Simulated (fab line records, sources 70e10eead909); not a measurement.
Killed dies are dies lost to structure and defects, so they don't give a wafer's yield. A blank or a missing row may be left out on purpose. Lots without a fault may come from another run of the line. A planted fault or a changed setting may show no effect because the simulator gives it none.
Chamber matching | flow nand_harc | NHARC_A_CONTACT_ETCH_102 on rie_diel-04: 4 sister chambers
The step etches the open film in CF4/O2, target depth 100 nm, overetch 10 nm, time 55 s. 8 wafers are shown with their chamber, then 12 later ones without.

WAFERS WITH THEIR CHAMBER
wafer  | chamber | drypump_motor_current_A (A) | showerhead_plenum_p_Torr (Torr)
L080.5 | 3       | 5.5                         | 1.36
L082.3 | 1       | 5.6                         | 1.30
L085.6 | 0       | 5.6                         | 1.25
L087.2 | 3       | 5.5                         | 1.35
L087.6 | 2       | 6.2                         | 1.37
L088.2 | 1       | 5.6                         | 1.30
L088.3 | 2       | 6.3                         | 1.37
L088.4 | 0       | 5.6                         | 1.25

WAFERS WITHOUT THEIR CHAMBER
wafer  | drypump_motor_current_A (A) | showerhead_plenum_p_Torr (Torr)
L093.2 | 6.2                         | 1.37
L093.4 | 5.5                         | 1.35
L093.5 | 5.5                         | 1.35
L094.2 | 5.6                         | 1.29
L094.4 | 5.6                         | 1.29
L094.5 | 5.5                         | 1.35
L095.4 | 5.5                         | 1.35
L095.5 | 5.6                         | 1.25
L095.6 | 5.5                         | 1.35
L097.1 | 5.6                         | 1.25
L097.2 | 5.6                         | 1.29
L097.5 | 5.5                         | 1.35

WHICH CHAMBER EACH WENT THROUGH
wafer  | from the rows above | in truth
L093.2 | 2                   | 2
L093.4 | 3                   | 3
L093.5 | 3                   | 3
L094.2 | 1                   | 1
L094.4 | 1                   | 1
L094.5 | 3                   | 3
L095.4 | 3                   | 3
L095.5 | 0                   | 0
L095.6 | 3                   | 3
L097.1 | 0                   | 0
L097.2 | 1                   | 1
L097.5 | 3                   | 3
Placed correctly: 12 of 12. Can't be placed from these rows: 0. Placed wrongly: 0.
How it was worked out, from the rows above alone: a wafer's distance from a chamber is the root of the sum, over the readings, of the square of ((its reading less the chamber's mean) divided by the reading's scatter). The wafer belongs to the nearest chamber; if the next one is less than 2 further off, it can't be placed. A chamber's mean is the mean of its shown wafers. The scatter: the root of (the sum of the squares of (reading less its chamber's mean) over the shown wafers, divided by (wafers less chambers)).
